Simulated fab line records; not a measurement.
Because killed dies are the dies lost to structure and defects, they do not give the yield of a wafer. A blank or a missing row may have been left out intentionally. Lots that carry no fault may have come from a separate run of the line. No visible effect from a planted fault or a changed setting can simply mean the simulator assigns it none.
fab line records	flow n5Finfet	part 1 of 2: steps 1 to 21 of 31
[record] lots = 5	wafers = 15	lastDay = 16
route steps=1938 shown BEOL_M14@1742
lots untouched by any fault: they come from a run of this same line in which no faults occurred
startH: hours from the record's first day to the start of the lot's first wafer shown	waitH: hours elapsed since this lot's preceding step	" unchanged from the row above	L1.1+2: several wafers, shown together as one row	- no value, or no start was given	* or withheld: withheld	< > ~ a bound
route shown NAME@n: a module of which the file shows steps, and the number in the route of the first	usual: mean/standard deviation of fault-free wafers	same: alike in all rows	chamber/n: place in a boat	sites: the reading at each site	_std_site: their standard deviation	_edge_site: outer sites' mean less inner sites'	radiusMm: for every site, how far away it sits from the centre of the wafer	mask NAME#n: copy n	behind: the last tool/chamber to shape the wafer	hold: reason for holding the lot/hours on hold/outcome of the hold	device: which transistor (n, p or np) failed to switch	end of line: tests of these same wafers at the route's end	a step with no rows: only its recipe	killed: the dies lost at the first sort to structure and to defects; this is not the yield of the wafer	map: a wafer's dies, marking killed ones x, the rest . and places with no die _
set.NAME: the run value of the setting; set.NAME@STEP: its run value at that earlier step	model.NAME: the simulator's own value behind a step, which no gauge read
lots at selected steps of the route; one table per step, one row per wafer
services: the hour from which a tool's chamber was out of use, counted from the record's first day as startH (under 0 if before that day), plus the number of hours and why
[[steps]]
[step N5_BEOL_M14_EXPOSE_25]
[recipe] maskId = M14	na = 0.8	sourceShape = annular	sigmaInner = 0.5	sigmaOuter = 0.8	polarization = unpolarized	targetCdNm = 280	doseMj = 26.6
lot.wafer	tool	chamber	startH	waitH	mask
L075.1+2+4	krfScanner-01	0	236.77	-	M14#0
L083.1+2+3	krfScanner-01	0	279.50	-	M14#0
L086.3+5+6	krfScanner-01	0	301.08	-	M14#0
L087.1+4+5	krfScanner-02	0	303.81	-	M14#0
L095.3+5+6	krfScanner-02	0	361.89	-	M14#0
[step N5_BEOL_M14_PEB_26]
[recipe] pebTempC = 130	pebTimeS = 90
[usual] chillPlateTempC = 23.01/0.12
lot.wafer	tool	chamber	startH	waitH	chillPlateTempC
L075.1	lithoTrack-05	0	236.83	0.1	22.98
L075.2	"	0	"	"	23.04
L075.4	"	0	"	"	22.91
L083.1	lithoTrack-01	0	279.56	0.1	23.04
L083.2	"	0	"	"	22.94
L083.3	"	0	"	"	23.06
L086.3	lithoTrack-02	0	301.13	0.0	23.05
L086.5	"	0	"	"	23.07
L086.6	"	0	"	"	23.00
L087.1	lithoTrack-02	0	303.87	0.1	23.00
L087.4	"	0	"	"	22.97
L087.5	"	0	"	"	22.87
L095.3	lithoTrack-02	0	361.94	0.0	22.76
L095.5	"	0	"	"	22.79
L095.6	"	0	"	"	22.90
[step N5_BEOL_M14_DEVELOP_27]
[recipe] developTimeS = 45	rinseLiquid = diw	dry = airSpin	devTempC = 21
[usual] chillPlateTempC = 22.99/0.092
lot.wafer	tool	chamber	startH	waitH	chillPlateTempC
L075.1	lithoTrack-05	0	-	-	23.04
L075.2	"	0	"	"	22.95
L075.4	"	0	"	"	22.89
L083.1	lithoTrack-01	0	-	-	23.04
L083.2	"	0	"	"	23.09
L083.3	"	0	"	"	23.05
L086.3	lithoTrack-02	0	-	-	23.01
L086.5	"	0	"	"	22.94
L086.6	"	0	"	"	22.86
L087.1	lithoTrack-02	0	-	-	23.08
L087.4	"	0	"	"	23.04
L087.5	"	0	"	"	22.97
L095.3	lithoTrack-02	0	-	-	23.06
L095.5	"	0	"	"	22.87
L095.6	"	0	"	"	22.80
[step N5_BEOL_M14_HARDBAKE_32]
[recipe] tempC = 130	timeS = 120
[usual] chillPlateTempC = 23.01/0.093
lot.wafer	tool	chamber	startH	waitH	chillPlateTempC
L075.1	lithoTrack-05	0	-	-	23.04
L075.2	"	0	"	"	23.10
L075.4	"	0	"	"	23.06
L083.1	lithoTrack-01	0	-	-	22.91
L083.2	"	0	"	"	23.02
L083.3	"	0	"	"	23.06
L086.3	lithoTrack-02	0	-	-	22.90
L086.5	"	0	"	"	23.15
L086.6	"	0	"	"	23.11
L087.1	lithoTrack-02	0	-	-	22.89
L087.4	"	0	"	"	22.96
L087.5	"	0	"	"	23.01
L095.3	lithoTrack-02	0	-	-	23.23
L095.5	"	0	"	"	22.99
L095.6	"	0	"	"	23.06
[step N5_BEOL_M14_CD_MEAS_28]
[recipe] targetCdNm = 284.4	landingEnergyEv = 500	detector = seInlens
[usual] cdNm = 285.2/2
lot.wafer	tool	chamber	startH	waitH	cdNm
L075.1	cdSem-03	0	236.94	-	286.2
L075.2	"	0	"	"	284.7
L075.4	"	0	"	"	285.0
L083.1	cdSem-02	0	279.67	-	285.7
L083.2	"	0	"	"	286.2
L083.3	"	0	"	"	282.6
L086.3	cdSem-02	0	301.24	-	282.2
L086.5	"	0	"	"	282.5
L086.6	"	0	"	"	280.9
L087.1	cdSem-01	0	303.98	-	286.9
L087.4	"	0	"	"	284.4
L087.5	"	0	"	"	282.7
L095.3	cdSem-02	0	362.06	-	285.9
L095.5	"	0	"	"	285.3
L095.6	"	0	"	"	284.8
[step N5_BEOL_M14_OVL_MEAS_29]
[recipe] pointsPerWafer = 44
[usual] M14_OVL = 1/5.6
lot.wafer	tool	chamber	startH	waitH	M14_OVL[nm]
L075.1	overlay-01	0	236.97	0.0	-4
L075.2	"	0	"	"	-4
L075.4	"	0	"	"	-6
L083.1	overlay-01	0	279.70	0.0	2
L083.2	"	0	"	"	5
L083.3	"	0	"	"	-5
L086.3	overlay-01	0	301.27	0.0	-4
L086.5	"	0	"	"	-7
L086.6	"	0	"	"	-3
L087.1	overlay-01	0	304.01	0.0	1
L087.4	"	0	"	"	-6
L087.5	"	0	"	"	1
L095.3	overlay-01	0	362.08	0.0	9
L095.5	"	0	"	"	8
L095.6	"	0	"	"	-3
[step N5_BEOL_M14_INSPECT_30]
[recipe] mode = adi	inspectInstrument = macro
[usual] rawDefectCount = 2.0/1.4
lot.wafer	tool	chamber	startH	waitH	rawDefectCount
L075.1	defectInspect-02	-	237.00	0.0	1
L075.2	"	-	"	"	1
L075.4	"	-	"	"	5
L083.1	defectInspect-02	-	279.73	0.0	3
L083.2	"	-	"	"	3
L083.3	"	-	"	"	1
L086.3	defectInspect-02	-	301.30	0.0	2
L086.5	"	-	"	"	2
L086.6	"	-	"	"	2
L087.1	defectInspect-02	-	304.04	0.0	3
L087.4	"	-	"	"	3
L087.5	"	-	"	"	5
L095.3	defectInspect-01	-	362.11	0.0	1
L095.5	"	-	"	"	2
L095.6	"	-	"	"	4
[step N5_BEOL_M14_DESCUM_33]
[recipe] chemistry = O2	timeS = 7.9	sourcePowerW = 50	biasPowerW = 20	pressureMtorr = 20	rfFrequencyHz = 2.712e+07	tempC = 40	o2FlowSccm = 225
[usual] drypumpMotorCurrentA = 5.7/0.39	oesProductAu = 0.81/0.088	rfVppV = 243.2/1.2	showerheadPlenumPTorr = 2.10/0.073	throttleValvePct = 20.51/0.16
lot.wafer	tool	chamber	startH	waitH	drypumpMotorCurrentA	oesProductAu	rfHoursCounterH	rfVppV	showerheadPlenumPTorr	throttleValvePct
L075.1	rieDiel-04	0	237.68	0.7	6.1	0.76	126	242.4	2.02	20.50
L075.2	"	2	"	"	6.4	0.72	207	240.9	1.98	20.39
L075.4	"	1	"	"	5.4	0.86	78	244.3	2.11	20.42
L083.1	rieDiel-02	0	279.76	0.0	5.3	0.84	82	242.9	2.09	20.53
L083.2	"	2	"	"	5.0	0.69	232	242.0	2.07	20.57
L083.3	"	3	"	"	5.8	0.80	94	243.8	2.22	20.59
L086.3	rieDiel-02	3	301.36	0.1	5.8	0.79	102	245.7	2.22	20.61
L086.5	"	3	"	"	5.7	0.79	-	244.8	2.22	20.61
L086.6	"	0	"	"	5.4	0.82	-	244.1	2.09	20.54
L087.1	rieDiel-04	1	304.09	0.1	5.4	0.83	103	243.1	2.10	20.46
L087.4	"	0	"	"	6.1	0.75	152	240.5	2.01	20.55
L087.5	"	2	"	"	6.4	0.70	-	242.8	1.98	20.40
L095.3	rieDiel-04	1	362.24	0.1	5.4	0.80	125	243.7	2.09	20.48
L095.5	"	0	"	"	6.1	0.74	-	241.4	2.01	20.57
L095.6	"	1	"	"	5.4	0.81	-	244.3	2.09	20.47
[step N5_BEOL_M14_ETCH_67]
[recipe] chemistry = CF4	target = SiARC	targetDepthA = 1430	timeS = 238.3	ionEnergyEv = 80	pressureMtorr = 40	sourceW = 545	biasW = 36	Ar_flow_sccm = 100	cf4FlowSccm = 100	ends = cleared
[usual] drypumpMotorCurrentA = 5.7/0.39	etchRfOnTimeS = 236/7	oesProductAu = 0.69/0.08	rfVppV = 184.1/1.2	showerheadPlenumPTorr = 2.15/0.064	throttleValvePct = 15.69/0.2
lot.wafer	tool	chamber	startH	waitH	drypumpMotorCurrentA	etchRfOnTimeS	oesProductAu	rfHoursCounterH	rfVppV	showerheadPlenumPTorr	throttleValvePct
L075.1	rieDiel-04	0	237.71	0.0	6.2	244	0.64	126	183.6	2.07	15.66
L075.2	"	2	"	"	6.3	244	0.60	207	181.7	2.04	15.66
L075.4	"	1	"	"	5.4	229	0.74	78	185.0	2.15	15.59
L083.1	rieDiel-02	0	279.80	0.0	5.3	239	0.69	82	183.2	2.18	15.84
L083.2	"	2	"	"	5.0	244	0.58	233	184.2	2.13	15.87
L083.3	"	3	"	"	5.7	236	0.69	94	183.8	2.23	15.50
L086.3	rieDiel-02	3	301.39	0.0	5.8	232	0.69	102	186.2	2.23	15.52
L086.5	"	3	"	"	5.7	230	0.69	-	184.3	2.23	15.52
L086.6	"	0	"	"	5.4	236	0.70	-	185.5	2.17	15.86
L087.1	rieDiel-04	1	304.13	0.0	5.4	230	0.71	103	183.7	2.15	15.65
L087.4	"	0	"	"	6.1	245	0.63	152	183.3	2.07	15.71
L087.5	"	2	"	"	6.4	244	0.60	-	182.9	2.03	15.70
L095.3	rieDiel-04	1	362.27	0.0	5.4	230	0.70	125	183.6	2.14	15.70
L095.5	"	0	"	"	6.1	244	0.60	-	184.1	2.06	15.76
L095.6	"	1	"	"	5.4	230	0.69	-	182.8	2.14	15.69
[step N5_BEOL_M14_ETCH_68]
[recipe] chemistry = N2/H2	target = SOC	maskMaterial = SiARC	sourceW = 3000	biasW = 350	tempC = 40	timeS = 450	ionEnergyEv = 200	pressureMtorr = 30	n2FlowSccm = 200	h2FlowSccm = 200
[usual] drypumpMotorCurrentA = 5.7/0.39	oesProductAu = 0.81/0.09	rfVppV = 524.1/2.5	showerheadPlenumPTorr = 2.55/0.081	throttleValvePct = 17.82/0.18
lot.wafer	tool	chamber	startH	waitH	drypumpMotorCurrentA	oesProductAu	rfHoursCounterH	rfVppV	showerheadPlenumPTorr	throttleValvePct
L075.1	rieDiel-04	0	237.86	0.1	6.1	0.77	126	521.0	2.43	17.64
L075.2	"	2	"	"	6.4	0.71	207	520.6	2.43	17.82
L075.4	"	1	"	"	5.4	0.86	78	525.4	2.57	17.83
L083.1	rieDiel-02	0	279.94	0.1	5.3	0.84	82	526.0	2.57	18.01
L083.2	"	2	"	"	5.0	0.70	233	522.6	2.50	17.88
L083.3	"	3	"	"	5.8	0.80	94	528.0	2.67	17.78
L086.3	rieDiel-02	3	301.54	0.1	5.7	0.78	102	527.0	2.66	17.77
L086.5	"	3	"	"	5.7	0.80	-	526.4	2.66	17.77
L086.6	"	0	"	"	5.3	0.82	-	526.3	2.57	18.03
L087.1	rieDiel-04	1	304.27	0.1	5.4	0.82	103	526.1	2.56	17.88
L087.4	"	0	"	"	6.1	0.74	152	520.3	2.42	17.70
L087.5	"	2	"	"	6.4	0.70	-	520.1	2.42	17.85
L095.3	rieDiel-04	1	362.42	0.1	5.4	0.80	125	524.2	2.55	17.93
L095.5	"	0	"	"	6.2	0.73	-	523.1	2.42	17.74
L095.6	"	1	"	"	5.4	0.80	-	522.6	2.55	17.92
[step N5_BEOL_M14_STRIP_69]
[recipe] chemistry = N2/H2	tempC = 40	n2FlowSccm = 200	h2FlowSccm = 200	rfFrequencyHz = 6e+07
lot.wafer	tool	chamber	startH	waitH
L075.1+2+4	rieDiel-04	0,2,1	238.12	0.1
L083.1+2+3	rieDiel-02	0,2,3	280.21	0.1
L086.3+5+6	rieDiel-02	3,3,0	301.80	0.1
L087.1+4+5	rieDiel-04	1,0,2	304.54	0.1
L095.3+5+6	rieDiel-04	1,0,1	362.68	0.1
[step N5_BEOL_M14_TRENCH_ETCH_34]
[recipe] chemistry = C4F8/O2/Ar	target = SiO2	targetDepthA = 5566.5	maskMaterial = SOC	heInnerTorr = 15	heOuterTorr = 30	timeS = 126.9	ionEnergyEv = 800	pressureMtorr = 20	sourceW = 1905	biasW = 2040	Ar_flow_sccm = 400	C4F8_flow_sccm = 16	O2_flow_sccm = 12
[usual] O2_flow_sccm = 12.00/0.037	drypumpMotorCurrentA = 5.7/0.39	oesProductAu = 0.81/0.094	rfVppV = 2210/29	showerheadPlenumPTorr = 3.46/0.1	throttleValvePct = 31.07/0.22
lot.wafer	tool	chamber	startH	waitH	O2_flow_sccm	drypumpMotorCurrentA	oesProductAu	rfHoursCounterH	rfVppV	showerheadPlenumPTorr	throttleValvePct
L075.1	rieDiel-04	0	238.13	0.0	12.06	6.2	0.76	126	2221	3.33	31.02
L075.2	"	2	"	"	11.96	6.4	0.71	207	2213	3.28	30.74
L075.4	"	1	"	"	12.00	5.4	0.86	78	2233	3.45	30.85
L083.1	rieDiel-02	0	280.22	0.0	12.00	5.3	0.82	82	2232	3.50	31.51
L083.2	"	2	"	"	12.03	5.0	0.69	233	2196	3.42	31.04
L083.3	"	3	"	"	12.01	5.8	0.80	94	2191	3.59	30.95
L086.3	rieDiel-02	3	301.81	0.0	12.01	5.8	0.80	103	2195	3.58	30.96
L086.5	"	3	"	"	11.96	5.8	0.80	-	2194	3.58	30.97
L086.6	"	0	"	"	12.00	5.3	0.80	-	2231	3.50	31.54
L087.1	rieDiel-04	1	304.55	0.0	11.99	5.4	0.83	103	2231	3.44	30.88
L087.4	"	0	"	"	12.05	6.1	0.73	152	2219	3.32	31.06
L087.5	"	2	"	"	11.96	6.4	0.69	-	2212	3.27	30.76
L095.3	rieDiel-04	1	362.69	0.0	12.01	5.4	0.81	125	2233	3.43	30.90
L095.5	"	0	"	"	11.94	6.1	0.72	-	2217	3.31	31.08
L095.6	"	1	"	"	12.00	5.4	0.81	-	2231	3.43	30.88
[step N5_BEOL_M14_STRIP_70]
[recipe] chemistry = C4F8/O2/Ar	resist = SiARC	rfFrequencyHz = 6e+07
lot.wafer	tool	chamber	startH	waitH
L075.1+2+4	rieDiel-04	0,2,1	238.25	0.1
L083.1+2+3	rieDiel-02	0,2,3	280.33	0.1
L086.3+5+6	rieDiel-02	3,3,0	301.93	0.1
L087.1+4+5	rieDiel-04	1,0,2	304.66	0.1
L095.3+5+6	rieDiel-04	1,0,1	362.81	0.1
[step N5_BEOL_M14_OCD_MEAS_35]
[usual] trenchDepthNm = 563/17
lot.wafer	tool	chamber	startH	waitH	trenchDepthNm
L075.1	ocd-01	-	238.29	0.0	550
L075.2	"	-	"	"	549
L075.4	"	-	"	"	578
L083.1	ocd-01	-	280.37	0.0	557
L083.2	"	-	"	"	542
L083.3	"	-	"	"	564
L086.3	ocd-02	-	301.97	0.0	575
L086.5	"	-	"	"	571
L086.6	"	-	"	"	558
L087.1	ocd-01	-	304.70	0.0	577
L087.4	"	-	"	"	544
L087.5	"	-	"	"	542
L095.3	ocd-02	-	362.85	0.0	574
L095.5	"	-	"	"	548
L095.6	"	-	"	"	577
[step N5_BEOL_M14_STRIP_37]
[recipe] chemistry = O2	powerW = 600	tempC = 60	pressureMtorr = 30	rfFrequencyHz = 6e+07	biasPowerW = 0	overashFraction = 0.3	o2FlowSccm = 225
[usual] drypumpMotorCurrentA = 5.6/0.36	oesProductAu = 0.81/0.095	rfVppV = 3.6/1	showerheadPlenumPTorr = 2.11/0.073	throttleValvePct = 16.77/0.17
lot.wafer	tool	chamber	startH	waitH	drypumpMotorCurrentA	oesProductAu	rfHoursCounterH	rfVppV	showerheadPlenumPTorr	throttleValvePct
L075.1	rieDiel-04	1	238.36	0.1	5.4	0.85	78	3.3	2.11	16.67
L075.2	"	3	"	"	5.7	0.70	221	4.0	2.07	17.01
L075.4	"	0	"	"	6.1	0.76	126	1.6	2.03	16.70
L083.1	rieDiel-02	1	280.41	0.0	5.5	0.69	239	2.2	2.18	17.14
L083.2	"	2	"	"	5.0	0.70	233	3.5	2.08	16.86
L083.3	"	3	"	"	5.7	0.79	94	3.4	2.22	16.76
L086.3	rieDiel-06	2	302.90	0.9	5.3	0.97	6	4.0	2.24	16.56
L086.5	"	1	"	"	6.1	0.91	-	3.6	2.14	16.53
L086.6	"	2	"	"	5.3	0.95	-	4.5	2.24	16.55
L087.1	rieDiel-06	0	306.02	1.3	6.0	0.90	34	2.8	2.11	16.35
L087.4	"	3	"	"	5.9	0.91	30	1.7	2.04	16.91
L087.5	"	1	"	"	6.1	0.90	-	3.8	2.13	16.55
L095.3	rieDiel-02	1	364.96	2.1	5.5	0.94	15	3.6	2.17	16.70
L095.5	"	2	"	"	5.0	0.95	-	3.0	2.07	16.51
L095.6	"	1	"	"	5.5	0.94	-	4.0	2.17	16.73
[step N5_BEOL_M14_ETCH_38]
[recipe] chemistry = CF4/N2	target = SiCN	targetDepthA = 1065	taperDeg = 2	timeS = 120.6	ionEnergyEv = 150	maskMaterial = SiO2	pressureMtorr = 40	sourceW = 430	biasW = 70	Ar_flow_sccm = 100	cf4FlowSccm = 60	n2FlowSccm = 60
[usual] drypumpMotorCurrentA = 5.6/0.37	oesProductAu = 0.81/0.098	rfVppV = 382.6/1.8	showerheadPlenumPTorr = 2.22/0.065	throttleValvePct = 15.54/0.2
lot.wafer	tool	chamber	startH	waitH	drypumpMotorCurrentA	oesProductAu	rfHoursCounterH	rfVppV	showerheadPlenumPTorr	throttleValvePct
L075.1	rieDiel-04	1	-	-	5.4	0.86	78	383.8	2.22	15.43
L075.2	"	3	"	"	5.7	0.70	221	381.7	2.19	15.85
L075.4	"	0	"	"	6.1	0.76	126	381.0	2.13	15.49
L083.1	rieDiel-02	1	-	-	5.5	0.70	239	382.8	2.27	15.87
L083.2	"	2	"	"	5.0	0.69	233	382.4	2.19	15.67
L083.3	"	3	"	"	5.8	0.80	94	384.6	2.30	15.37
L086.3	rieDiel-06	2	-	-	5.3	0.98	6	384.7	2.36	15.30
L086.5	"	1	"	"	6.1	0.92	-	383.0	2.26	15.37
L086.6	"	2	"	"	5.3	0.99	-	386.8	2.36	15.31
L087.1	rieDiel-06	0	-	-	5.9	0.94	34	382.8	2.22	15.14
L087.4	"	3	"	"	5.9	0.88	30	381.7	2.16	15.63
L087.5	"	1	"	"	6.1	0.92	-	382.7	2.26	15.38
L095.3	rieDiel-02	1	-	-	5.5	0.94	15	383.6	2.26	15.41
L095.5	"	2	"	"	5.0	0.96	-	381.3	2.18	15.23
L095.6	"	1	"	"	5.5	0.93	-	383.8	2.26	15.41
[step N5_BEOL_M14_PRECLEAN_39]
[recipe] chemistry = residueRemover	timeS = 60	tempC = 40
lot.wafer	tool	chamber	startH	waitH
L075.1+2+4	wetBench-03	1,3,4	238.56	-
L083.1+2+3	wetBench-03	5,3,4	280.61	-
L086.3+5+6	wetBench-03	2,6,4	303.09	-
L087.1+4+5	wetBench-06	1,7,0	306.22	-
L095.3+5+6	wetBench-02	0,1,7	365.16	-
[step N5_BEOL_M14_SRD_40]
[recipe] timeS = 30	tempC = 23	rinseLiquid = diw	dry = n2Spin	spinRpm = 1500	dryTimeS = 30
lot.wafer	tool	chamber	startH	waitH
L075.1+2+4	wetBench-03	1,3,4	238.58	0.0
L083.1+2+3	wetBench-03	5,3,4	280.63	0.0
L086.3+5+6	wetBench-03	2,6,4	303.11	0.0
L087.1+4+5	wetBench-06	1,7,0	306.24	0.0
L095.3+5+6	wetBench-02	0,1,7	365.18	0.0
[step N5_BEOL_M14_DEGAS_41]
[recipe] ambient = vacuum	tempC = 300	timeS = 60
[usual] heaterPowerW = 462/36
lot.wafer	tool	chamber	startH	waitH	heaterPowerW
L075.1	pvdSputter-01	-	238.71	0.1	454
L075.2	"	-	"	"	501
L075.4	"	-	"	"	409
L083.1	pvdSputter-02	-	280.70	0.1	417
L083.2	"	-	"	"	497
L083.3	"	-	"	"	442
L086.3	pvdSputter-03	-	303.65	0.5	427
L086.5	"	-	"	"	480
L086.6	"	-	"	"	430
L087.1	pvdSputter-03	-	306.43	0.2	496
L087.4	"	-	"	"	472
L087.5	"	-	"	"	494
L095.3	pvdSputter-02	-	365.45	0.3	415
L095.5	"	-	"	"	414
L095.6	"	-	"	"	436
[step N5_BEOL_M14_PRE_CLEAN_42]
[recipe] gas = H2/He	timeS = 30	tempC = 300
[usual] heaterPowerW = 463/35
lot.wafer	tool	chamber	startH	waitH	heaterPowerW
L075.1	pvdSputter-01	-	238.75	0.0	461
L075.2	"	-	"	"	506
L075.4	"	-	"	"	414
L083.1	pvdSputter-02	-	280.74	0.0	421
L083.2	"	-	"	"	478
L083.3	"	-	"	"	431
L086.3	pvdSputter-03	-	303.69	0.0	424
L086.5	"	-	"	"	472
L086.6	"	-	"	"	434
L087.1	pvdSputter-03	-	306.47	0.0	511
L087.4	"	-	"	"	474
L087.5	"	-	"	"	503
L095.3	pvdSputter-02	-	365.49	0.0	413
L095.5	"	-	"	"	421
L095.6	"	-	"	"	438
[step N5_BEOL_M14_SPUTTER_43]
[recipe] material = TaN	targetThkA = 150	tempC = 50	biasV = 168.6	powerW = 15000	chamberPressurePa = 0.12	timeS = 24.19
[usual] cathodeDcPowerW = 15000/2.9	throttleValvePct = 29.6/1.2
lot.wafer	tool	chamber	startH	waitH	cathodeDcPowerW	throttleValvePct
L075.1	pvdSputter-01	-	238.79	0.0	14998	27.9
L075.2	"	-	"	"	14996	29.4
L075.4	"	-	"	"	15002	28.8
L083.1	pvdSputter-02	-	280.78	0.0	14999	31.0
L083.2	"	-	"	"	14997	28.9
L083.3	"	-	"	"	14999	28.7
L086.3	pvdSputter-03	-	303.73	0.0	15003	29.4
L086.5	"	-	"	"	14996	32.3
L086.6	"	-	"	"	14997	29.4
L087.1	pvdSputter-03	-	306.51	0.0	15003	29.7
L087.4	"	-	"	"	15006	31.9
L087.5	"	-	"	"	15001	29.7
L095.3	pvdSputter-02	-	365.53	0.0	15001	30.7
L095.5	"	-	"	"	15000	30.9
L095.6	"	-	"	"	15000	28.6
